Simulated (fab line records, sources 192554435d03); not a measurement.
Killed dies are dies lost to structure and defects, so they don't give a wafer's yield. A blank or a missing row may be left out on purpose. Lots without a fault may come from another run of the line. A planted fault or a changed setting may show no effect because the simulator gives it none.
A struck lot beside a sound one | flow n5_finfet | 41 steps out of a route of 1938
Sound: wafers L459.1, L459.5, L459.6. Struck: wafers L467.1, L467.2, L467.6. The cause comes at the end.
At each step with rows: each side's tool, then ch and its chambers, then its first start. Under that, the readings that differ: sound wafers | struck wafers | difference of the means | sigmas: that difference in standard deviations of wafers without a fault.
alike: readings whose means differ by less than 2 such deviations, and words and numbers that are the same on both sides. not compared: withheld readings, readings that some wafer has no value for, bounds like >300 that may hide the same value, and numbers for which the record gives no deviation and whose values overlap.
The two part at a step that has a row with sigmas, a row that says differs or no value, or rows on one side only. Numbers that don't overlap but have no deviation are shown without sigmas and don't part them. A reading that every wafer of one side lacks parts them only if that side has two wafers or more.

first, 11 steps without rows for these wafers: N5_HKMG_FIN_PRECLEAN_64 (cleans in dHF, time 30 s); N5_HKMG_FIN_WET_ETCH_65 (etches a-Si in TMAH, stops on TiN, time 49 s, target depth 3 nm); N5_HKMG_FIN_WET_ETCH_81 (etches TiN in SC1, stops on HfO2, time 57 s, target depth 6 nm); N5_HKMG_FIN_WET_ETCH_82 (etches La2O3 in dHCl, stops on HfO2, target depth 2 nm, rinse time 30 s); N5_HKMG_FIN_ALD_36 (deposits TiN, target thk 1 nm, pulse time 1 s, purge time 3 s); N5_HKMG_FIN_PWFM_ALD_03 (deposits TiN, target thk 2 nm, pulse time 1 s, purge time 3 s); N5_HKMG_FIN_COAT_29 (time 60 s, resist thk 300 nm); N5_HKMG_FIN_COAT_30 (time 60 s, resist thk 35 nm); N5_HKMG_FIN_COAT_06 (resist thk 90 nm); N5_HKMG_FIN_EBR_08; N5_HKMG_FIN_SOFTBAKE_07 (time 60 s).
N5_HKMG_FIN_EXPOSE_09: exposes mask NWFM.
  sound on arfi_scanner-02 ch 0, day 6 22:32; struck on arfi_scanner-02 ch 0, day 8 20:48
  reading              | sound             | struck            | difference | sigmas
  exposure_dose_mJ_cm2 | 39.21 39.20 39.25 | 31.12 31.18 31.16 | -8.07      | -38
  alike: mask
then, 2 steps without rows for these wafers: N5_HKMG_FIN_PEB_10 (peb time 60 s); N5_HKMG_FIN_DEVELOP_11 (develop time 30 s).
N5_HKMG_FIN_CD_MEAS_12: target cd 92.8 nm.
  sound on cd_sem-02 ch 0, day 6 22:40; struck on cd_sem-03 ch 0, day 8 20:55
  reading    | sound          | struck         | difference | sigmas
  cd_nm (nm) | 92.1 92.7 92.3 | 76.8 78.0 77.7 | -14.9      | -24
then, 24 steps without rows for these wafers: N5_HKMG_FIN_DESCUM_17 (chemistry O2, time 7.9 s); N5_HKMG_FIN_ETCH_31 (etches SiARC in CF4, target depth 45.5 nm, time 75.8 s); N5_HKMG_FIN_ETCH_32 (etches SOC in N2/H2, target depth 240 nm, time 300 s); N5_HKMG_FIN_STRIP_33 (strips in N2/H2); N5_HKMG_FIN_STRIP_34 (strips in CF4); N5_HKMG_FIN_ETCH_35 (etches SOC in N2/H2, target depth 215.8 nm, time 243.4 s); N5_HKMG_FIN_STRIP_92 (strips SOC in N2/H2, time 20 s); N5_HKMG_FIN_WET_ETCH_18 (etches TiN in SC1, time 55 s, target depth 5.2 nm, rinse time 30 s); N5_HKMG_FIN_STRIP_19 (strips in N2/H2, time 360 s); N5_HKMG_FIN_ALD_91 (deposits TiN, target thk 1 nm, pulse time 1 s, purge time 3 s); N5_HKMG_FIN_COAT_85 (time 60 s, resist thk 300 nm); N5_HKMG_FIN_ETCH_86 (etches SOC in N2/H2, stops on TiN, target depth 393.2 nm); N5_HKMG_FIN_STRIP_89 (strips SOC in N2/H2, time 20 s); N5_HKMG_FIN_WET_ETCH_87 (etches TiN in SC1, time 154.2 s, target depth 4.7 nm, rinse time 30 s); N5_HKMG_FIN_STRIP_88 (strips in N2/H2, time 360 s); N5_HKMG_FIN_NWFM_ALD_20 (deposits TiAlC, target thk 2 nm, pulse time 3 s, purge time 2 s); N5_HKMG_FIN_ALD_71 (deposits TiN, target thk 1 nm, pulse time 1 s, purge time 3 s); N5_HKMG_FIN_COAT_66 (time 60 s, resist thk 300 nm); N5_HKMG_FIN_ETCH_67 (etches SOC in N2/H2, stops on TiN, target depth 388.9 nm); N5_HKMG_FIN_STRIP_90 (strips SOC in N2/H2, time 20 s); N5_HKMG_FIN_WET_ETCH_73 (etches the open film in SC1, time 42.3 s, target depth 1.3 nm, rinse time 30 s); N5_HKMG_FIN_ETCHBACK_68 (etches the open film in Cl2/Ar, stops on HfO2, target depth 0.5 nm); N5_HKMG_FIN_STRIP_69 (strips in N2/H2, time 360 s); N5_HKMG_FIN_ALD_21 (deposits TiN, target thk 1.5 nm, pulse time 1 s, purge time 3 s).
-- the record jumps here: 4 days lie between the struck wafers' starts before and after (it left off in module HKMG_FIN and takes up again in module BEOL_M4, whose first step shown is number 1111 of the route) --
N5_BEOL_M4_RC_MEAS_101:
  sound on prober-02 ch 0, day 11 04:26; struck on prober-01 ch 0, day 12 11:44
  reading        | sound          | struck         | difference | sigmas
  DIBL_N (mV/V)  | 39.9 36.8 36.5 | 36.2 30.3 30.9 | -5.3       | -3
  DIBL_P (mV/V)  | 39.8 36.1 35.6 | 33.9 27.5 27.9 | -7.4       | -3
  IOFF_N (nA/um) | 0.24 0.16 0.15 | 0.15 0.08 0.09 | -0.08      | -2
  IOFF_P (nA/um) | 0.30 0.23 0.21 | 0.19 0.12 0.13 | -0.10      | -3
  VT_N (mV)      | 241 248 247    | 248 257 253    | +7         | +2
  VT_P (mV)      | -244 -246 -249 | -250 -255 -256 | -7         | -2
  alike: ION_N, ION_P, SS_N, SS_P
-- the record jumps here: 4 days lie between the struck wafers' starts before and after (it left off in module BEOL_M4 and takes up again in module PASSIVATION, whose first step shown is number 1936 of the route) --
N5_PASSIVATION_PROBE_49:
  the record has rows for the struck wafers here (prober-01, day 16 16:20) and none for the sound ones

WHERE THEY PART
First at N5_HKMG_FIN_EXPOSE_09; last, within this record, at N5_PASSIVATION_PROBE_49.

WHY: what the simulator had put in
Process parameter drift: arfi_scanner-02, from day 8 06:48 on, at N5_HKMG_FIN_EXPOSE_09. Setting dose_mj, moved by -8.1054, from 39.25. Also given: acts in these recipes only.
